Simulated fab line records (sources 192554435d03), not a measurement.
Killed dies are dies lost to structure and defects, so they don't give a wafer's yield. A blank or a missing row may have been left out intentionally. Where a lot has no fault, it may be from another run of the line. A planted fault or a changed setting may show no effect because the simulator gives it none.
Chamber matching | flow n5-finfet | N5_BEOL_M0_TRENCH_ETCH_107 on rie-diel-06 has 4 sister chambers
The step etches SiOC in C4F6/O2, target depth 32.8 nm, time 16.4 s. 4 wafers are shown with their chamber, then 8 later ones without.

## WAFERS, EACH WITH ITS CHAMBER
wafer  | chamber | rf-vpp-V (V)
L094.2 | 3       | 658
L094.3 | 0       | 643
L094.6 | 2       | 677
L095.2 | 1       | 689

## WAFERS MISSING THEIR CHAMBER
wafer  | rf-vpp-V (V)
L095.3 | 658
L095.4 | 677
L092.4 | 675
L092.5 | 678
L092.6 | 658
L096.1 | 644
L096.3 | 677
L096.5 | 690

## CHAMBER TAKEN BY EACH
wafer  | from the rows above | in truth
L095.3 | 3                   | 3
L095.4 | 2                   | 2
L092.4 | 2                   | 2
L092.5 | 2                   | 2
L092.6 | 3                   | 3
L096.1 | 0                   | 0
L096.3 | 2                   | 2
L096.5 | 1                   | 1
8 of 8 placed correctly. Number that these rows cannot place: 0. Wrongly placed: 0.
How it was worked out, from the rows above alone: a wafer's distance from a chamber is the root of the sum, over the readings, of the square of ((its reading less the chamber's mean) divided by the reading's scatter). The wafer belongs to the nearest chamber; if the next one is less than 2 further off, it can't be placed. A chamber's mean is the mean of its shown wafers. The scatter: with one shown wafer a chamber, the root of the mean of the squares of how far each hidden wafer lies from its nearest shown one.
